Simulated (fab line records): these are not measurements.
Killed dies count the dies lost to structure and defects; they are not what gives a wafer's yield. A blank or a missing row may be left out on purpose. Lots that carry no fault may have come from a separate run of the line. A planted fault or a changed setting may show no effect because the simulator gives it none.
Matching of chambers -- flow n5Finfet -- N5_DUMMY_GATE_HM_OPEN_21 on rieDiel-05 has 4 sister chambers
The step chemistry CH3F/O2, target SiNx, target depth 120 nm, time 171.4 s. 8 wafers are shown with their chamber, then 9 later ones without.

WAFERS WITH THEIR CHAMBER
wafer,chamber,drypumpMotorCurrentA (A),throttleValvePct (%)
L074.2,3,5.4,16.19
L076.2,3,5.4,16.21
L080.6,1,4.9,16.16
L081.3,2,5.8,16.69
L081.6,1,4.9,16.18
L083.2,0,4.8,16.74
L083.3,2,5.8,16.70
L083.6,0,4.9,16.72

WAFERS WHOSE CHAMBER IS MISSING
wafer,drypumpMotorCurrentA (A),throttleValvePct (%)
L085.1,4.9,16.75
L085.2,5.4,16.23
L085.3,4.9,16.19
L090.2,4.9,16.19
L090.3,4.9,16.76
L090.4,5.4,16.26
L092.2,4.9,16.77
L092.5,5.4,16.24
L092.6,4.9,16.76

THE CHAMBER EACH PASSED THROUGH
wafer,from the rows above,in truth
L085.1,0,0
L085.2,3,3
L085.3,1,1
L090.2,1,1
L090.3,0,0
L090.4,3,3
L092.2,0,0
L092.5,3,3
L092.6,0,0
9 of 9 placed correctly. Number that these rows cannot place: 0. 0 placed wrongly.
How it was worked out, from the rows above alone: a wafer's distance from a chamber is the root of the sum, over the readings, of the square of ((its reading less the chamber's mean) divided by the reading's scatter). If the next closest chamber is less than 2 further off than the closest, the wafer can't be placed; otherwise it belongs to the closest. A chamber's mean is the mean of its shown wafers. The scatter is the square root of a quotient: the sum, over the shown wafers, of each reading's squared deviation from its chamber's mean, divided by wafers minus chambers.
